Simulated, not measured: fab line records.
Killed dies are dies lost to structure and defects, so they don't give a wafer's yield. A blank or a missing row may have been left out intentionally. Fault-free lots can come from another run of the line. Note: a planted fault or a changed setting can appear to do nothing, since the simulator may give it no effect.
Matching of chambers / flow n5_finfet / 3 sister chambers for N5_BEOL_M8_CURE_75 on uv_cure-02
The step cures SiCOH lowk, time 120 s. 6 wafers are shown with their chamber, then 8 later ones without.

EACH WAFER AND ITS CHAMBER
wafer=L087.2; chamber=0; wafer_temp_C_max=371.3; lamp_power_pct (%)=52.42
wafer=L087.3; chamber=0; wafer_temp_C_max=371.3; lamp_power_pct (%)=52.34
wafer=L089.5; chamber=1; wafer_temp_C_max=371.6; lamp_power_pct (%)=52.28
wafer=L089.6; chamber=1; wafer_temp_C_max=371.3; lamp_power_pct (%)=52.29
wafer=L090.5; chamber=2; wafer_temp_C_max=373.4; lamp_power_pct (%)=52.34
wafer=L095.1; chamber=2; wafer_temp_C_max=373.7; lamp_power_pct (%)=52.34

WAFERS WHOSE CHAMBER IS MISSING
wafer=L095.2; wafer_temp_C_max=372.7; lamp_power_pct (%)=52.31
wafer=L095.4; wafer_temp_C_max=372.7; lamp_power_pct (%)=52.26
wafer=L097.1; wafer_temp_C_max=371.4; lamp_power_pct (%)=52.39
wafer=L097.3; wafer_temp_C_max=371.5; lamp_power_pct (%)=52.40
wafer=L097.4; wafer_temp_C_max=371.3; lamp_power_pct (%)=52.34
wafer=L097.2; wafer_temp_C_max=371.9; lamp_power_pct (%)=52.29
wafer=L097.5; wafer_temp_C_max=371.7; lamp_power_pct (%)=52.32
wafer=L097.6; wafer_temp_C_max=371.2; lamp_power_pct (%)=52.39

WHICH CHAMBER EACH ONE RAN IN
wafer=L095.2; from the rows above=2; in truth=2
wafer=L095.4; from the rows above=can't be placed: 2 or 1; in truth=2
wafer=L097.1; from the rows above=0; in truth=0
wafer=L097.3; from the rows above=0; in truth=0
wafer=L097.4; from the rows above=can't be placed: 0 or 1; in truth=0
wafer=L097.2; from the rows above=can't be placed: 1 or 0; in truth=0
wafer=L097.5; from the rows above=can't be placed: 1 or 0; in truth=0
wafer=L097.6; from the rows above=0; in truth=0
Correctly placed: 4 of 8. Unplaceable from these rows: 4, with the true chamber sitting among the candidates in 4. Number placed wrongly: 0.
How it was worked out, from the rows above alone: a wafer's distance from a chamber is the root of the sum, over the readings, of the square of ((its reading less the chamber's mean) divided by the reading's scatter). The wafer belongs to the nearest chamber; if the next one is less than 2 further off, it can't be placed. The mean given for a chamber averages the wafers shown for that chamber. The scatter: take each reading less its chamber's mean, square it, sum over the shown wafers, divide by the number of wafers less the number of chambers, and take the root.
